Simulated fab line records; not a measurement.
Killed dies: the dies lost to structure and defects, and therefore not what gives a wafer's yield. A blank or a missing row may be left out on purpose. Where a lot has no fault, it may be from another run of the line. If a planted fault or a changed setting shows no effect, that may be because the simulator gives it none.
Split-lot trial || flow n5 finfet || on a route of 1938 steps: 7 lots, 39 wafers read

== SPLIT DETAILS ==
At N5_BEOL_M6_HM_DEP_02 (deposits TiN, target thk 20 nm), the setting target thk a was moved away from the recipe's 200 angstrom on 15 of the 39 wafers read, by -54.0% to +51.4%. This setting was run at the recipe's value on the other wafers.

== FROM THE SPLIT TO THE READING: what the file shows between them, 4 steps ==
- N5_BEOL_M6_COAT_59: time 60 s, resist thk 100 nm
- N5_BEOL_M6_COAT_60: time 60 s, resist thk 35 nm
- N5_BEOL_M6_STRIP_68: strips in N2/H2
- N5_BEOL_M6_STRIP_67: strips in CF4

== THE READING ==
etch.depth nm (the simulator's own value, which no gauge read), in nm, at N5_BEOL_M6_HM_OPEN_17 (chemistry Cl2/BCl3, target TiN, target depth 20 nm, overetch 6 nm). There is no usual value for it anywhere in the file. Average 20.048 nm, standard deviation 0.17 nm, over the 24 wafers here run with the recipe.

{"wafer": "L076.1", "tool, chamber at the split": "pvd sputter-01, -", "target thk a as run, angstrom": 200, "against the recipe": "recipe", "etch.depth nm, nm": 20.27, "against lot-mates on the recipe": "-"}
{"wafer": "L076.2", "tool, chamber at the split": "pvd sputter-01, -", "target thk a as run, angstrom": 91.95, "against the recipe": "-54.0%", "etch.depth nm, nm": 9.209, "against lot-mates on the recipe": -10.954}
{"wafer": "L076.3", "tool, chamber at the split": "pvd sputter-01, -", "target thk a as run, angstrom": 200, "against the recipe": "recipe", "etch.depth nm, nm": 20.01, "against lot-mates on the recipe": "-"}
{"wafer": "L076.4", "tool, chamber at the split": "pvd sputter-01, -", "target thk a as run, angstrom": 91.95, "against the recipe": "-54.0%", "etch.depth nm, nm": 9.533, "against lot-mates on the recipe": -10.630}
{"wafer": "L076.5", "tool, chamber at the split": "pvd sputter-01, -", "target thk a as run, angstrom": 91.95, "against the recipe": "-54.0%", "etch.depth nm, nm": 9.218, "against lot-mates on the recipe": -10.945}
{"wafer": "L076.6", "tool, chamber at the split": "pvd sputter-01, -", "target thk a as run, angstrom": 200, "against the recipe": "recipe", "etch.depth nm, nm": 20.21, "against lot-mates on the recipe": "-"}
{"wafer": "L078.1", "tool, chamber at the split": "pvd sputter-03, -", "target thk a as run, angstrom": 302.9, "against the recipe": "+51.4%", "etch.depth nm, nm": 26.09, "against lot-mates on the recipe": "+5.947"}
{"wafer": "L078.2", "tool, chamber at the split": "pvd sputter-03, -", "target thk a as run, angstrom": 302.9, "against the recipe": "+51.4%", "etch.depth nm, nm": 27.29, "against lot-mates on the recipe": "+7.147"}
{"wafer": "L078.3", "tool, chamber at the split": "pvd sputter-03, -", "target thk a as run, angstrom": 200, "against the recipe": "recipe", "etch.depth nm, nm": 20.22, "against lot-mates on the recipe": "-"}
{"wafer": "L078.4", "tool, chamber at the split": "pvd sputter-03, -", "target thk a as run, angstrom": 200, "against the recipe": "recipe", "etch.depth nm, nm": 20.07, "against lot-mates on the recipe": "-"}
{"wafer": "L078.5", "tool, chamber at the split": "pvd sputter-03, -", "target thk a as run, angstrom": 200, "against the recipe": "recipe", "etch.depth nm, nm": 20.14, "against lot-mates on the recipe": "-"}
{"wafer": "L078.6", "tool, chamber at the split": "pvd sputter-03, -", "target thk a as run, angstrom": 302.9, "against the recipe": "+51.4%", "etch.depth nm, nm": 26.06, "against lot-mates on the recipe": "+5.917"}
{"wafer": "L080.1", "tool, chamber at the split": "pvd sputter-02, -", "target thk a as run, angstrom": 200, "against the recipe": "recipe", "etch.depth nm, nm": 20.31, "against lot-mates on the recipe": "-"}
{"wafer": "L080.3", "tool, chamber at the split": "pvd sputter-02, -", "target thk a as run, angstrom": 200, "against the recipe": "recipe", "etch.depth nm, nm": 20.31, "against lot-mates on the recipe": "-"}
{"wafer": "L080.2", "tool, chamber at the split": "pvd sputter-02, -", "target thk a as run, angstrom": 200, "against the recipe": "recipe", "etch.depth nm, nm": 20.1, "against lot-mates on the recipe": "-"}
{"wafer": "L080.4", "tool, chamber at the split": "pvd sputter-02, -", "target thk a as run, angstrom": 200, "against the recipe": "recipe", "etch.depth nm, nm": 19.96, "against lot-mates on the recipe": "-"}
{"wafer": "L080.5", "tool, chamber at the split": "pvd sputter-02, -", "target thk a as run, angstrom": 200, "against the recipe": "recipe", "etch.depth nm, nm": 19.99, "against lot-mates on the recipe": "-"}
{"wafer": "L080.6", "tool, chamber at the split": "pvd sputter-02, -", "target thk a as run, angstrom": 200, "against the recipe": "recipe", "etch.depth nm, nm": 20.22, "against lot-mates on the recipe": "-"}
{"wafer": "L081.1", "tool, chamber at the split": "pvd sputter-02, -", "target thk a as run, angstrom": 200, "against the recipe": "recipe", "etch.depth nm, nm": 20.12, "against lot-mates on the recipe": "-"}
{"wafer": "L081.2", "tool, chamber at the split": "pvd sputter-02, -", "target thk a as run, angstrom": 200, "against the recipe": "recipe", "etch.depth nm, nm": 20.24, "against lot-mates on the recipe": "-"}
{"wafer": "L081.3", "tool, chamber at the split": "pvd sputter-02, -", "target thk a as run, angstrom": 119, "against the recipe": "-40.5%", "etch.depth nm, nm": 12.04, "against lot-mates on the recipe": -8.080}
{"wafer": "L081.4", "tool, chamber at the split": "pvd sputter-02, -", "target thk a as run, angstrom": 119, "against the recipe": "-40.5%", "etch.depth nm, nm": 11.97, "against lot-mates on the recipe": -8.150}
{"wafer": "L081.5", "tool, chamber at the split": "pvd sputter-02, -", "target thk a as run, angstrom": 200, "against the recipe": "recipe", "etch.depth nm, nm": 20, "against lot-mates on the recipe": "-"}
{"wafer": "L081.6", "tool, chamber at the split": "pvd sputter-02, -", "target thk a as run, angstrom": 119, "against the recipe": "-40.5%", "etch.depth nm, nm": 12.06, "against lot-mates on the recipe": -8.060}
{"wafer": "L086.1", "tool, chamber at the split": "pvd sputter-03, -", "target thk a as run, angstrom": 200, "against the recipe": "recipe", "etch.depth nm, nm": 19.79, "against lot-mates on the recipe": "-"}
{"wafer": "L086.2", "tool, chamber at the split": "pvd sputter-03, -", "target thk a as run, angstrom": 272, "against the recipe": "+36.0%", "etch.depth nm, nm": 26.27, "against lot-mates on the recipe": "+6.433"}
{"wafer": "L086.3", "tool, chamber at the split": "pvd sputter-03, -", "target thk a as run, angstrom": 200, "against the recipe": "recipe", "etch.depth nm, nm": 19.82, "against lot-mates on the recipe": "-"}
{"wafer": "L086.4", "tool, chamber at the split": "pvd sputter-03, -", "target thk a as run, angstrom": 272, "against the recipe": "+36.0%", "etch.depth nm, nm": 26.31, "against lot-mates on the recipe": "+6.473"}
{"wafer": "L086.5", "tool, chamber at the split": "pvd sputter-03, -", "target thk a as run, angstrom": 272, "against the recipe": "+36.0%", "etch.depth nm, nm": 26.09, "against lot-mates on the recipe": "+6.253"}
{"wafer": "L086.6", "tool, chamber at the split": "pvd sputter-03, -", "target thk a as run, angstrom": 200, "against the recipe": "recipe", "etch.depth nm, nm": 19.9, "against lot-mates on the recipe": "-"}
{"wafer": "L089.2", "tool, chamber at the split": "pvd sputter-01, -", "target thk a as run, angstrom": 200, "against the recipe": "recipe", "etch.depth nm, nm": 19.68, "against lot-mates on the recipe": "-"}
{"wafer": "L089.5", "tool, chamber at the split": "pvd sputter-01, -", "target thk a as run, angstrom": 200, "against the recipe": "recipe", "etch.depth nm, nm": 19.81, "against lot-mates on the recipe": "-"}
{"wafer": "L089.6", "tool, chamber at the split": "pvd sputter-01, -", "target thk a as run, angstrom": 200, "against the recipe": "recipe", "etch.depth nm, nm": 19.9, "against lot-mates on the recipe": "-"}
{"wafer": "L090.1", "tool, chamber at the split": "pvd sputter-01, -", "target thk a as run, angstrom": 293.6, "against the recipe": "+46.8%", "etch.depth nm, nm": 26.43, "against lot-mates on the recipe": "+6.400"}
{"wafer": "L090.2", "tool, chamber at the split": "pvd sputter-01, -", "target thk a as run, angstrom": 200, "against the recipe": "recipe", "etch.depth nm, nm": 20.11, "against lot-mates on the recipe": "-"}
{"wafer": "L090.3", "tool, chamber at the split": "pvd sputter-01, -", "target thk a as run, angstrom": 293.6, "against the recipe": "+46.8%", "etch.depth nm, nm": 26.99, "against lot-mates on the recipe": "+6.960"}
{"wafer": "L090.4", "tool, chamber at the split": "pvd sputter-01, -", "target thk a as run, angstrom": 200, "against the recipe": "recipe", "etch.depth nm, nm": 20.08, "against lot-mates on the recipe": "-"}
{"wafer": "L090.5", "tool, chamber at the split": "pvd sputter-01, -", "target thk a as run, angstrom": 293.6, "against the recipe": "+46.8%", "etch.depth nm, nm": 27.11, "against lot-mates on the recipe": "+7.080"}
{"wafer": "L090.6", "tool, chamber at the split": "pvd sputter-01, -", "target thk a as run, angstrom": 200, "against the recipe": "recipe", "etch.depth nm, nm": 19.9, "against lot-mates on the recipe": "-"}

FIT RESULTS
A straight line over all 39 wafers: etch.depth nm changes by +0.168 nm for each +1% of target thk a; r = +0.99; the points scatter about the line by 0.81 nm.
The same after taking each lot's own level away (the mean of its wafers on the recipe; 39 wafers): +0.169 nm for each +1%; r = +0.99; scatter 0.85 nm.
The reading moves by 9.1 nm for the largest change in target thk a, on that fit.
Measured against the standard deviation above, the lots' own levels, which go from 19.7967 to 20.1633 nm, span 2.1 times it.
The two slopes are in agreement: the lot-to-lot level therefore moves the slope only a little.
Check: with one of the wafers moved furthest among these (-54.0%) left out of the fit, the line predicts -9.4 nm for it against its lot-mates. It came out at -11 nm against them.

== FURTHER SPLITS ON THESE WAFERS ==
Note: prior to the reading, these wafers also went through further splits. Each is held against what the fit with the lots' levels taken away leaves over:
{"other split on the same wafers": "N5_SD_EPI_N_ETCH_35 time s", "wafers away from the commonest value": 9, "r with etch.depth nm (lot level and that fit taken away)": "+0.24"}
{"other split on the same wafers": "N5_MOL_CONTACT_COAG_ALD_20 ald cycles", "wafers away from the commonest value": 6, "r with etch.depth nm (lot level and that fit taken away)": -0.02}
{"other split on the same wafers": "N5_BEOL_M0_SAQP_ILD_DEP_01 target thk a", "wafers away from the commonest value": 15, "r with etch.depth nm (lot level and that fit taken away)": "+0.08"}
{"other split on the same wafers": "N5_BEOL_M1_ILD_DEP_00 target thk a", "wafers away from the commonest value": 18, "r with etch.depth nm (lot level and that fit taken away)": "+0.17"}
{"other split on the same wafers": "N5_BEOL_M3_ILD_DEP_00 target thk a", "wafers away from the commonest value": 15, "r with etch.depth nm (lot level and that fit taken away)": -0.01}

== THE WHOLE CHAIN: every reading that the file lists as answering this split, in the file's order ==
{"step": "N5_BEOL_M6_HM_DEP_02", "what it does": "deposits TiN, target thk 20 nm", "reading": "TiN_of_BEOL_M6_HM_DEP_02.thk nm (the simulator's own value, which no gauge read)", "change (the file's fit)": "+0.203 nm for each +1% of the setting", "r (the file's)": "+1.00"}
{"step": "N5_BEOL_M6_HM_OPEN_17", "what it does": "chemistry Cl2/BCl3, target TiN, target depth 20 nm, overetch 6 nm", "reading": "etch.depth nm (the simulator's own value, which no gauge read)", "change (the file's fit)": "+0.167 nm for each +1% of the setting", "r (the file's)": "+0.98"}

== THE FILE'S OWN FIT ==
etch.depth nm changes by +0.167 nm for each +1% of target thk a, r = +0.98.
